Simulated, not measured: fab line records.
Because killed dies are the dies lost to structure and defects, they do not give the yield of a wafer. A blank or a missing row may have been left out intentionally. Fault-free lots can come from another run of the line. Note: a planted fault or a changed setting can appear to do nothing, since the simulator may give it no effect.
What tool caused it? | flow nand_harc | 36 wafers sampled from 12 lots at 1 step of a route of 1302

## WHAT THE GAUGES SHOWED, per wafer
NHARC_A_ONON_D2_THK_MEAS_14: measures by ellipsometry.
lot  | measured     | on            | thk_nm (nm)
L075 | day 12 19:34 | film_metro-02 | 1011 1013 1011
L077 | day 14 03:10 | film_metro-01 | 991 989 988
L079 | day 14 13:17 | film_metro-02 | 997 998 996
L081 | day 15 07:14 | film_metro-01 | 1006 1004 1007
L083 | day 16 09:32 | film_metro-02 | 995 997 998
L085 | day 16 21:46 | film_metro-01 | 996 994 992
L087 | day 17 10:35 | film_metro-02 | 996 997 995
L089 | day 19 00:05 | film_metro-02 | 995 996 996
L091 | day 19 12:06 | film_metro-02 | 1000 1000 1001
L093 | day 20 12:25 | film_metro-01 | 989 992 989
L096 | day 21 07:29 | film_metro-01 | 997 996 996
L097 | day 21 17:39 | film_metro-01 | 995 992 994

## WHICH TOOL RAN EACH LOT (tool, then ch and the chambers of the sampled wafers, then the start)
Before these readings, the record contains no process step.

## THE ANSWER, worked out from the rows above alone
Rule: the usual values come from the lots themselves. The widest of any qualifying gaps counts: lots, ordered by their means at a reading, are off when they make up no more than a third of the lots, leave a main group of 4 or more, and stand apart from it by 3 or more times the standard deviation of that group's means. A main group whose means are all the same, to the digits that the tables above print for the reading, isn't used. Also off: a lot with no number at a reading for which 4 or more lots have one. All remaining lots with rows at the step are treated as sound.
Nothing can be told from this: no lot is off at any reading shown.

## WHAT WAS PUT IN BY THE SIMULATOR
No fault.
